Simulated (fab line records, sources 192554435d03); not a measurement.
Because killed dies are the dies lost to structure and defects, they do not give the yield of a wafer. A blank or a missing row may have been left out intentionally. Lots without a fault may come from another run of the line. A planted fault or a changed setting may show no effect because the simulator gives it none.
A struck lot beside a sound one -- flow n5Finfet -- 37 out of 1938 route steps
Sound: wafers L569.1, L569.4, L569.6. Struck: wafer L590.1 (left out: L590.4, L590.6 of the same lot, which were not struck); the cause appears at the end.
At each step with rows: each side's tool, then ch and its chambers, then its first start. Under that, the readings that differ: sound wafers -- struck wafers -- difference of the means -- sigmas: that difference in standard deviations of wafers without a fault.
alike: a reading whose means differ by less than 2 such deviations, as well as words and numbers matching on both sides. not compared: withheld readings; readings where some wafer has no value; bounds like >300 that might hide an equal value; numbers whose values overlap and for which the record gives no deviation.
Wherever a step has rows on one side only, a row that says differs or no value, or a row with sigmas, the two part there. Numbers that don't overlap but have no deviation are shown without sigmas and don't part them. Lack of a reading on every wafer of one side parts them only where that side has two or more wafers.

first, 8 steps without rows for these wafers: N5_BEOL_M15_SPUTTER_43 (material TaN, target thk 15 nm, time 24.19 s); N5_BEOL_M15_SPUTTER_44 (material Ta, target thk 15 nm, time 24.19 s); N5_BEOL_M15_SPUTTER_45 (material Cu, target thk 100 nm, time 16.67 s); N5_BEOL_M15_ECD_47 (material Cu, target thk 1860 nm); N5_BEOL_M15_ANNEAL_48 (time 90 s); N5_BEOL_M15_CMP_49 (polishes, stops on SiO2, t overpolish 4.9 s, target thk 850 nm); N5_BEOL_M15_PRE_CLEAN_52 (time 15 s); N5_BEOL_M15_DEP_53 (deposits SiCN from 3MS/NH3, target thk 50 nm, time 17.8 s).
N5_PASSIVATION_PECVD_00: deposits SiO2 from SiH4/N2O, target thk 200 nm, time 11.2 s.
  sound on pecvd-02 ch 0,1,2, day 12 21:19; struck on pecvd-04 ch 1, day 19 02:48
reading,sound,struck,difference,sigmas
throttleValvePct (%),50.2 52.8 49.3,45.4,-5.4,-3
model.SiO2_of_PASSIVATION_PECVD_00.thkNm (nm),196.6 200.2 194.8,193.2,-4.0,
  alike: chamberPressureTorr, heaterPowerW, showerheadPlenumPTorr, showerheadVppV
  not compared: rfFwdPowerW
then, 26 steps without rows for these wafers: N5_MIM_BOT_DEGAS_01 (time 60 s); N5_MIM_BOT_SPUTTER_00 (material TiN, target thk 35 nm, time 89.7 s); N5_MIM_TOP_ALD_00 (deposits Al2O3, purge time 3 s, co reactant pulse time 3 s); N5_MIM_TOP_ALD_01 (deposits HfO2, target thk 5.6 nm, pulse time 1 s, purge time 3 s); N5_MIM_TOP_ALD_02 (deposits Al2O3, purge time 3 s, co reactant pulse time 3 s); N5_MIM_TOP_DEGAS_04 (time 60 s); N5_MIM_TOP_SPUTTER_03 (material TiN, target thk 35 nm, time 89.7 s); N5_MIM_TOP_LITHO_HMDS_01 (time 60 s); N5_MIM_TOP_LITHO_COAT_02; N5_MIM_TOP_LITHO_EBR_04; N5_MIM_TOP_LITHO_SOFTBAKE_03 (time 90 s); N5_MIM_TOP_LITHO_EXPOSE_05 (exposes mask MIM TOP, target cd 2000 nm); N5_MIM_TOP_LITHO_PEB_06; N5_MIM_TOP_LITHO_DEVELOP_07 (develop time 60 s); N5_MIM_TOP_LITHO_HARDBAKE_09 (time 120 s); N5_MIM_TOP_LITHO_DESCUM_10 (chemistry O2, time 7.9 s); N5_MIM_TOP_ETCH_ETCH_00 (etches TiN in Cl2/BCl3, target depth 38.5 nm); N5_MIM_TOP_ETCH_STRIP_01 (strips in O2); N5_MIM_TOP_ETCH_PECVD_03 (deposits SiNx from SiH4/NH3/N2, target thk 20 nm, time 17.6 s); N5_MIM_BOT_LITHO_HMDS_01 (time 60 s); N5_MIM_BOT_LITHO_COAT_02; N5_MIM_BOT_LITHO_EBR_04; N5_MIM_BOT_LITHO_SOFTBAKE_03 (time 90 s); N5_MIM_BOT_LITHO_EXPOSE_05 (exposes mask MIM BOT); N5_MIM_BOT_LITHO_PEB_06; N5_MIM_BOT_LITHO_DEVELOP_07 (develop time 60 s).
N5_MIM_BOT_ETCH_ETCH_00: etches TiN in Cl2/BCl3, target depth 45.5 nm.
  sound on rieMetal-02 ch 0,1, day 13 01:48; struck on rieMetal-01 ch 1, day 19 10:15
reading,sound,struck,difference,sigmas
model.SiO2_of_PASSIVATION_PECVD_00.thkNm (nm),194 197.6 192.2,190.6,-4.0,
  alike: drypumpMotorCurrentA, oes_ar_750_au, oesProductAu, rfFwdPowerW, throttleValvePct
  not compared: rfHoursCounterH
then, 1 step without rows for these wafers: N5_PASSIVATION_PROBE_49.

WHERE THEY PART
Only at N5_PASSIVATION_PECVD_00, within this record. Later steps at which nothing parts them and some readings are alike: N5_MIM_BOT_ETCH_ETCH_00.

WHY: what the simulator had put in
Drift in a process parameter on pecvd-04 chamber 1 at N5_PASSIVATION_PECVD_00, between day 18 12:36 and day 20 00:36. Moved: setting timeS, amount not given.
